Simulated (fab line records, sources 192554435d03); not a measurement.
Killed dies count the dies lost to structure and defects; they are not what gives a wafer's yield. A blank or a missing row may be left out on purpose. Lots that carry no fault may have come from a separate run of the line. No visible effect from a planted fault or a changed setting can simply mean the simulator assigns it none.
fab line records / flow n5Finfet
[record] lots = 4 wafers = 12 lastDay = 17
route steps=1938 shown BEOL_M7@1279
lots with no fault: from the same line, run without faults
startH: hours from the record's first day to the start of the lot's first wafer shown / waitH: hours from the lot's prior step to this one / " unchanged from the row above / L1.1+2: one row covering several wafers at once / - no value present, or no start provided / * or withheld: withheld / < > ~ a bound
route shown NAME@n: names a module that has steps shown in the file, with the first one's number in the route / usual: mean/standard deviation of fault-free wafers / same: alike in all rows / chamber/n: place in a boat / sites: readings site by site / _std_site: standard deviation of those values / _edge_site: the outer-site mean with the inner-site mean subtracted / radiusMm: how far each site lies from the wafer's centre / mask NAME#n: copy n / behind: the last tool/chamber to shape the wafer / hold: why the lot was held/for how many hours/how that ended / device: transistor that didn't switch, given as n, p or np / end of line: at the end of the route, the tests of the same wafers / where a step has no rows: the recipe by itself / killed: count of dies lost to structure and defects at first sort (not the wafer's yield) / map: shows each die of a wafer: x if killed, . if not, _ if none is there
set.NAME: the setting as run; set.NAME@STEP: as run at that earlier step / model.NAME: the simulator's own value behind a step, which no gauge read
lots seen at some steps along the route; tables by step, rows by wafer
services: the hour from which a tool's chamber was out of use, counted from the record's first day as startH (under 0 if before that day), plus the number of hours and why
[[steps]]
[step N5_BEOL_M7_DESCUM_16]
[recipe] chemistry = O2 timeS = 7.9 sourcePowerW = 50 biasPowerW = 20 pressureMtorr = 20 rfFrequencyHz = 2.712e+07 tempC = 40 resist = CAR-ArF o2FlowSccm = 225
[step N5_BEOL_M7_ETCH_61]
[recipe] chemistry = CF4 target = SiARC targetDepthA = 455 maskMaterial = CAR-ArF timeS = 75.8 ionEnergyEv = 80 pressureMtorr = 40 sourceW = 545 biasW = 36 Ar_flow_sccm = 100 cf4FlowSccm = 100 ends = cleared
[step N5_BEOL_M7_ETCH_62]
[recipe] chemistry = N2/H2 target = SOC targetDepthA = 1100 overetchA = 220 maskMaterial = SiARC tempC = 40 timeS = 165 ionEnergyEv = 200 pressureMtorr = 30 sourceW = 840 biasW = 150 n2FlowSccm = 200 h2FlowSccm = 200
[step N5_BEOL_M7_STRIP_68]
[recipe] chemistry = N2/H2 tempC = 40 n2FlowSccm = 200 h2FlowSccm = 200 rfFrequencyHz = 6e+07
[step N5_BEOL_M7_STRIP_67]
[recipe] chemistry = CF4 resist = SiARC powerW = 300 biasPowerW = 75 pressureMtorr = 50 cf4FlowSccm = 150 rfFrequencyHz = 6e+07
[step N5_BEOL_M7_HM_OPEN_17]
[recipe] chemistry = Cl2/BCl3 targetDepthA = 200 overetchA = 60 target = TiN maskMaterial = SOC ionEnergyEv = 150 pressureMtorr = 10 icpW = 1000 biasW = 126 Cl2_flow_sccm = 53.25 bcl3FlowSccm = 21.75 Ar_flow_sccm = 25
[step N5_BEOL_M7_STRIP_19]
[recipe] chemistry = O2 powerW = 400 tempC = 40 pressureMtorr = 30 rfFrequencyHz = 6e+07 biasPowerW = 0 overashFraction = 0.2 o2FlowSccm = 225
[step N5_BEOL_M7_COAT_63]
[recipe] resist = SOC tempC = 250 timeS = 60 spinRpm = 1500 resistThkNm = 60
[step N5_BEOL_M7_COAT_64]
[recipe] resist = SiARC tempC = 220 timeS = 60 spinRpm = 1500 resistThkNm = 12
[step N5_BEOL_M7_COAT_71]
[recipe] resist = underlayer tempC = 205 timeS = 60 spinRpm = 1500 resistThkNm = 5
[usual] spinSpeedRpm = 1499.9/0.85
lot.wafer=L558.1 tool=lithoTrack-02 chamber=0 startH=196.97 waitH=- spinSpeedRpm=1500.5 model.underlayer_of_BEOL_M7_COAT_71.thkNm=5
lot.wafer=L558.5 tool=lithoTrack-02 chamber=0 startH=196.97 waitH=- spinSpeedRpm=1500.0 model.underlayer_of_BEOL_M7_COAT_71.thkNm=5
lot.wafer=L558.6 tool=lithoTrack-02 chamber=0 startH=196.97 waitH=- spinSpeedRpm=1500.8 model.underlayer_of_BEOL_M7_COAT_71.thkNm=5
lot.wafer=L570.2 tool=lithoTrack-02 chamber=0 startH=297.23 waitH=- spinSpeedRpm=1288.4 model.underlayer_of_BEOL_M7_COAT_71.thkNm=5.4
lot.wafer=L570.5 tool=lithoTrack-02 chamber=0 startH=297.23 waitH=- spinSpeedRpm=1291.1 model.underlayer_of_BEOL_M7_COAT_71.thkNm=5.4
lot.wafer=L570.6 tool=lithoTrack-02 chamber=0 startH=297.23 waitH=- spinSpeedRpm=1289.1 model.underlayer_of_BEOL_M7_COAT_71.thkNm=5.4
lot.wafer=L574.2 tool=lithoTrack-02 chamber=0 startH=300.22 waitH=- spinSpeedRpm=1290.9 model.underlayer_of_BEOL_M7_COAT_71.thkNm=5.4
lot.wafer=L574.4 tool=lithoTrack-02 chamber=0 startH=300.22 waitH=- spinSpeedRpm=1290.6 model.underlayer_of_BEOL_M7_COAT_71.thkNm=5.4
lot.wafer=L574.5 tool=lithoTrack-02 chamber=0 startH=300.22 waitH=- spinSpeedRpm=1290.5 model.underlayer_of_BEOL_M7_COAT_71.thkNm=5.4
lot.wafer=L578.1 tool=lithoTrack-03 chamber=0 startH=330.10 waitH=- spinSpeedRpm=1500.6 model.underlayer_of_BEOL_M7_COAT_71.thkNm=5
lot.wafer=L578.2 tool=lithoTrack-03 chamber=0 startH=330.10 waitH=- spinSpeedRpm=1500.0 model.underlayer_of_BEOL_M7_COAT_71.thkNm=5
lot.wafer=L578.6 tool=lithoTrack-03 chamber=0 startH=330.10 waitH=- spinSpeedRpm=1499.6 model.underlayer_of_BEOL_M7_COAT_71.thkNm=5
[step N5_BEOL_M7_COAT_22]
[recipe] resist = CAR-EUV spinRpm = 1500 resistThkNm = 30
[step N5_BEOL_M7_EBR_24]
[recipe] solvent = PGMEA ebrWidthMm = 1.5
[step N5_BEOL_M7_SOFTBAKE_23]
[recipe] tempC = 110 timeS = 60 resist = CAR-EUV
[step N5_BEOL_M7_EXPOSE_25]
[recipe] maskId = V6 na = 0.33 sourceShape = annular sigmaInner = 0.4 sigmaOuter = 0.8 polarization = unpolarized targetCdNm = 40 doseMj = 42.5
[step N5_BEOL_M7_PEB_26]
[recipe] pebTempC = 100 pebTimeS = 60 resist = CAR-EUV
[step N5_BEOL_M7_DEVELOP_27]
[recipe] developTimeS = 30 developer = TMAH resist = CAR-EUV rinseLiquid = surfactantRinse dry = airSpin devTempC = 23
[step N5_BEOL_M7_DESCUM_33]
[recipe] chemistry = O2 timeS = 7 sourcePowerW = 50 biasPowerW = 20 pressureMtorr = 20 rfFrequencyHz = 2.712e+07 tempC = 40 resist = CAR-EUV o2FlowSccm = 225
[step N5_BEOL_M7_ETCH_72]
[recipe] chemistry = N2/H2 target = underlayer targetDepthA = 65 maskMaterial = CAR-EUV timeS = 5.2 ionEnergyEv = 200 pressureMtorr = 30 sourceW = 840 biasW = 150 n2FlowSccm = 200 h2FlowSccm = 200 ends = cleared
[usual] biasW = 150.0/0.51 drypumpMotorCurrentA = 5.7/0.36 etchRfOnTimeS = 5.20/0.15 oesProductAu = 0.68/0.085 rfVppV = 525.1/2 showerheadPlenumPTorr = 2.59/0.063 throttleValvePct = 17.84/0.26
lot.wafer=L558.1 tool=rieDiel-02 chamber=0 startH=197.87 waitH=0.0 biasW=149.4 drypumpMotorCurrentA=6.6 etchRfOnTimeS=5.28 oesProductAu=0.59 rfHoursCounterH=223 rfVppV=521.5 showerheadPlenumPTorr=2.42 throttleValvePct=18.16 model.CAR-EUV_of_BEOL_M7_COAT_22.thkNm=20.4 model.etch.depthNm=5
lot.wafer=L558.5 tool=rieDiel-02 chamber=1 startH=197.87 waitH=0.0 biasW=149.8 drypumpMotorCurrentA=6.0 etchRfOnTimeS=5.05 oesProductAu=0.67 rfHoursCounterH=- rfVppV=524.8 showerheadPlenumPTorr=2.56 throttleValvePct=17.58 model.CAR-EUV_of_BEOL_M7_COAT_22.thkNm=20.4 model.etch.depthNm=5.008
lot.wafer=L558.6 tool=rieDiel-02 chamber=2 startH=197.87 waitH=0.0 biasW=149.8 drypumpMotorCurrentA=5.1 etchRfOnTimeS=5.32 oesProductAu=0.63 rfHoursCounterH=- rfVppV=526.7 showerheadPlenumPTorr=2.64 throttleValvePct=18.04 model.CAR-EUV_of_BEOL_M7_COAT_22.thkNm=20.4 model.etch.depthNm=5.007
lot.wafer=L570.2 tool=rieDiel-03 chamber=3 startH=297.65 waitH=0.0 biasW=149.9 drypumpMotorCurrentA=5.5 etchRfOnTimeS=5.64 oesProductAu=0.60 rfHoursCounterH=235 rfVppV=521.7 showerheadPlenumPTorr=2.52 throttleValvePct=18.12 model.CAR-EUV_of_BEOL_M7_COAT_22.thkNm=19.6 model.etch.depthNm=5.378
lot.wafer=L570.5 tool=rieDiel-03 chamber=0 startH=297.65 waitH=0.0 biasW=149.7 drypumpMotorCurrentA=5.4 etchRfOnTimeS=5.88 oesProductAu=0.62 rfHoursCounterH=- rfVppV=527.8 showerheadPlenumPTorr=2.65 throttleValvePct=18.01 model.CAR-EUV_of_BEOL_M7_COAT_22.thkNm=19.8 model.etch.depthNm=5.394
lot.wafer=L570.6 tool=rieDiel-03 chamber=1 startH=297.65 waitH=0.0 biasW=150.7 drypumpMotorCurrentA=5.5 etchRfOnTimeS=5.76 oesProductAu=0.78 rfHoursCounterH=- rfVppV=520.8 showerheadPlenumPTorr=2.48 throttleValvePct=17.46 model.CAR-EUV_of_BEOL_M7_COAT_22.thkNm=19.8 model.etch.depthNm=5.371
lot.wafer=L574.2 tool=rieDiel-06 chamber=0 startH=300.70 waitH=0.0 biasW=150.0 drypumpMotorCurrentA=5.3 etchRfOnTimeS=5.73 oesProductAu=0.68 rfHoursCounterH=96 rfVppV=523.3 showerheadPlenumPTorr=2.57 throttleValvePct=17.76 model.CAR-EUV_of_BEOL_M7_COAT_22.thkNm=20 model.etch.depthNm=5.393
lot.wafer=L574.4 tool=rieDiel-06 chamber=3 startH=300.70 waitH=0.0 biasW=149.6 drypumpMotorCurrentA=5.7 etchRfOnTimeS=5.38 oesProductAu=0.81 rfHoursCounterH=7 rfVppV=523.9 showerheadPlenumPTorr=2.62 throttleValvePct=17.67 model.CAR-EUV_of_BEOL_M7_COAT_22.thkNm=19.8 model.etch.depthNm=5.393
lot.wafer=L574.5 tool=rieDiel-06 chamber=2 startH=300.70 waitH=0.0 biasW=150.1 drypumpMotorCurrentA=6.1 etchRfOnTimeS=5.48 oesProductAu=0.63 rfHoursCounterH=- rfVppV=525.7 showerheadPlenumPTorr=2.63 throttleValvePct=18.06 model.CAR-EUV_of_BEOL_M7_COAT_22.thkNm=19.8 model.etch.depthNm=5.398
lot.wafer=L578.1 tool=rieDiel-03 chamber=0 startH=330.54 waitH=0.0 biasW=149.7 drypumpMotorCurrentA=5.3 etchRfOnTimeS=5.42 oesProductAu=0.63 rfHoursCounterH=193 rfVppV=526.4 showerheadPlenumPTorr=2.64 throttleValvePct=18.00 model.CAR-EUV_of_BEOL_M7_COAT_22.thkNm=20.4 model.etch.depthNm=5.013
lot.wafer=L578.2 tool=rieDiel-03 chamber=3 startH=330.54 waitH=0.0 biasW=149.5 drypumpMotorCurrentA=5.6 etchRfOnTimeS=5.23 oesProductAu=0.60 rfHoursCounterH=244 rfVppV=523.5 showerheadPlenumPTorr=2.52 throttleValvePct=18.18 model.CAR-EUV_of_BEOL_M7_COAT_22.thkNm=20.2 model.etch.depthNm=5.031
lot.wafer=L578.6 tool=rieDiel-03 chamber=3 startH=330.54 waitH=0.0 biasW=149.5 drypumpMotorCurrentA=5.6 etchRfOnTimeS=5.26 oesProductAu=0.59 rfHoursCounterH=- rfVppV=522.8 showerheadPlenumPTorr=2.52 throttleValvePct=18.18 model.CAR-EUV_of_BEOL_M7_COAT_22.thkNm=20.2 model.etch.depthNm=5.026
[step N5_BEOL_M7_ETCH_65]
[recipe] chemistry = CF4 target = SiARC targetDepthA = 156 maskMaterial = CAR-EUV timeS = 26 ionEnergyEv = 80 pressureMtorr = 40 sourceW = 545 biasW = 36 Ar_flow_sccm = 100 cf4FlowSccm = 100 ends = cleared
[usual] biasW = 36.00/0.099 drypumpMotorCurrentA = 5.7/0.36 etchRfOnTimeS = 25.9/0.71 oesProductAu = 0.68/0.086 rfVppV = 184.5/1 showerheadPlenumPTorr = 2.18/0.05 throttleValvePct = 15.61/0.26
lot.wafer=L558.1 tool=rieDiel-02 chamber=0 startH=197.89 waitH=0.0 biasW=35.98 drypumpMotorCurrentA=6.6 etchRfOnTimeS=26.2 oesProductAu=0.59 rfHoursCounterH=223 rfVppV=183.0 showerheadPlenumPTorr=2.02 throttleValvePct=15.74 model.CAR-EUV_of_BEOL_M7_COAT_22.thkNm=11.2
lot.wafer=L558.5 tool=rieDiel-02 chamber=1 startH=197.89 waitH=0.0 biasW=35.96 drypumpMotorCurrentA=6.0 etchRfOnTimeS=25.2 oesProductAu=0.67 rfHoursCounterH=- rfVppV=184.1 showerheadPlenumPTorr=2.14 throttleValvePct=15.27 model.CAR-EUV_of_BEOL_M7_COAT_22.thkNm=11.2
lot.wafer=L558.6 tool=rieDiel-02 chamber=2 startH=197.89 waitH=0.0 biasW=36.14 drypumpMotorCurrentA=5.1 etchRfOnTimeS=26.4 oesProductAu=0.63 rfHoursCounterH=- rfVppV=185.0 showerheadPlenumPTorr=2.23 throttleValvePct=15.93 model.CAR-EUV_of_BEOL_M7_COAT_22.thkNm=11.2
lot.wafer=L570.2 tool=rieDiel-03 chamber=3 startH=297.67 waitH=0.0 biasW=35.87 drypumpMotorCurrentA=5.5 etchRfOnTimeS=25.7 oesProductAu=0.61 rfHoursCounterH=235 rfVppV=183.6 showerheadPlenumPTorr=2.11 throttleValvePct=15.78 model.CAR-EUV_of_BEOL_M7_COAT_22.thkNm=10.4
lot.wafer=L570.5 tool=rieDiel-03 chamber=0 startH=297.67 waitH=0.0 biasW=35.97 drypumpMotorCurrentA=5.3 etchRfOnTimeS=27.0 oesProductAu=0.63 rfHoursCounterH=- rfVppV=185.1 showerheadPlenumPTorr=2.23 throttleValvePct=15.71 model.CAR-EUV_of_BEOL_M7_COAT_22.thkNm=10.6
lot.wafer=L570.6 tool=rieDiel-03 chamber=1 startH=297.67 waitH=0.0 biasW=35.92 drypumpMotorCurrentA=5.5 etchRfOnTimeS=26.2 oesProductAu=0.79 rfHoursCounterH=- rfVppV=183.3 showerheadPlenumPTorr=2.12 throttleValvePct=15.39 model.CAR-EUV_of_BEOL_M7_COAT_22.thkNm=10.6
lot.wafer=L574.2 tool=rieDiel-06 chamber=0 startH=300.72 waitH=0.0 biasW=36.04 drypumpMotorCurrentA=5.3 etchRfOnTimeS=27.1 oesProductAu=0.67 rfHoursCounterH=96 rfVppV=186.1 showerheadPlenumPTorr=2.16 throttleValvePct=15.51 model.CAR-EUV_of_BEOL_M7_COAT_22.thkNm=10.6
lot.wafer=L574.4 tool=rieDiel-06 chamber=3 startH=300.72 waitH=0.0 biasW=36.10 drypumpMotorCurrentA=5.7 etchRfOnTimeS=25.6 oesProductAu=0.81 rfHoursCounterH=7 rfVppV=184.1 showerheadPlenumPTorr=2.19 throttleValvePct=15.37 model.CAR-EUV_of_BEOL_M7_COAT_22.thkNm=10.6
lot.wafer=L574.5 tool=rieDiel-06 chamber=2 startH=300.72 waitH=0.0 biasW=35.96 drypumpMotorCurrentA=6.1 etchRfOnTimeS=25.9 oesProductAu=0.62 rfHoursCounterH=- rfVppV=184.2 showerheadPlenumPTorr=2.22 throttleValvePct=15.87 model.CAR-EUV_of_BEOL_M7_COAT_22.thkNm=10.6
lot.wafer=L578.1 tool=rieDiel-03 chamber=0 startH=330.56 waitH=0.0 biasW=35.88 drypumpMotorCurrentA=5.3 etchRfOnTimeS=27.3 oesProductAu=0.62 rfHoursCounterH=193 rfVppV=185.0 showerheadPlenumPTorr=2.22 throttleValvePct=15.72 model.CAR-EUV_of_BEOL_M7_COAT_22.thkNm=11.2
lot.wafer=L578.2 tool=rieDiel-03 chamber=3 startH=330.56 waitH=0.0 biasW=36.03 drypumpMotorCurrentA=5.5 etchRfOnTimeS=25.7 oesProductAu=0.60 rfHoursCounterH=244 rfVppV=181.6 showerheadPlenumPTorr=2.11 throttleValvePct=15.80 model.CAR-EUV_of_BEOL_M7_COAT_22.thkNm=11
lot.wafer=L578.6 tool=rieDiel-03 chamber=3 startH=330.56 waitH=0.0 biasW=35.96 drypumpMotorCurrentA=5.6 etchRfOnTimeS=25.9 oesProductAu=0.60 rfHoursCounterH=- rfVppV=183.2 showerheadPlenumPTorr=2.11 throttleValvePct=15.80 model.CAR-EUV_of_BEOL_M7_COAT_22.thkNm=10.8
[step N5_BEOL_M7_ETCH_66]
[recipe] chemistry = N2/H2 target = SOC targetDepthA = 800 overetchA = 160 maskMaterial = SiARC tempC = 40 timeS = 120 ionEnergyEv = 200 pressureMtorr = 30 sourceW = 840 biasW = 150 n2FlowSccm = 200 h2FlowSccm = 200
[[services]]
tool=rieDiel-03 chamber=2 startH=185.59 hours=- kind=clean
tool=rieDiel-03 chamber=2 startH=185.59 hours=- kind=consumableReplace:esc
tool=rieDiel-03 chamber=2 startH=185.59 hours=- kind=consumableReplace:focusRing
tool=rieDiel-03 chamber=2 startH=185.59 hours=32.6 kind=scheduledDown
tool=rieDiel-03 chamber=2 startH=185.59 hours=32.6 kind=ventCycle
tool=rieDiel-06 chamber=2 startH=205.55 hours=5.7 kind=repair
tool=rieDiel-03 chamber=1 startH=223.29 hours=- kind=clean
tool=rieDiel-03 chamber=1 startH=223.29 hours=- kind=consumableReplace:focusRing
tool=rieDiel-03 chamber=1 startH=223.29 hours=20.4 kind=scheduledDown
tool=rieDiel-03 chamber=1 startH=223.29 hours=20.4 kind=ventCycle
tool=rieDiel-06 chamber=3 startH=250.46 hours=- kind=clean
tool=rieDiel-06 chamber=3 startH=250.46 hours=- kind=consumableReplace:focusRing
tool=rieDiel-06 chamber=3 startH=250.46 hours=18.2 kind=scheduledDown
tool=rieDiel-06 chamber=3 startH=250.46 hours=18.2 kind=ventCycle
tool=rieDiel-02 chamber=3 startH=261.39 hours=- kind=clean
tool=rieDiel-02 chamber=3 startH=261.39 hours=- kind=consumableReplace:focusRing
tool=rieDiel-02 chamber=3 startH=261.39 hours=21.8 kind=scheduledDown
tool=rieDiel-02 chamber=3 startH=261.39 hours=21.8 kind=ventCycle
tool=rieDiel-02 chamber=0 startH=283.23 hours=- kind=clean
tool=rieDiel-02 chamber=0 startH=283.23 hours=- kind=consumableReplace:focusRing
tool=rieDiel-02 chamber=0 startH=283.23 hours=- kind=consumableReplace:showerhead
tool=rieDiel-02 chamber=0 startH=283.23 hours=12.3 kind=scheduledDown
tool=rieDiel-02 chamber=0 startH=283.23 hours=12.3 kind=ventCycle
tool=rieDiel-02 chamber=- startH=315.59 hours=2.8 kind=pm
[[key]]
[firstSign] step = N5_BEOL_M7_COAT_71 reading = spinSpeedRpm direction = down sigmas = 99+ usual = * struck = *
[effect] step = N5_BEOL_M7_ETCH_72 reading = etchRfOnTimeS direction = up sigmas = 3.1 usual = * struck = *
[modelEffect] step = N5_BEOL_M7_COAT_71 value = underlayer_of_BEOL_M7_COAT_71.thkNm without = 5 struck = 5.4
[modelEffect] step = N5_BEOL_M7_ETCH_72 value = CAR-EUV_of_BEOL_M7_COAT_22.thkNm without = 20.27 struck = 19.8
[modelEffect] step = N5_BEOL_M7_ETCH_65 value = CAR-EUV_of_BEOL_M7_COAT_22.thkNm without = 11.03 struck = 10.57
metAt N5_BEOL_M7_COAT_71
struckWafers L570.2,L570.5,L570.6,L574.2,L574.4,L574.5
onsetBetween 196.97 297.23
[fault] kind = processParameterDrift tool = lithoTrack-02 chamber = - onsetH = 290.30 steps = N5_BEOL_M7_COAT_71 channel = spinRpm offset = * shape = step endH = 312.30 actsIn = * stated = *
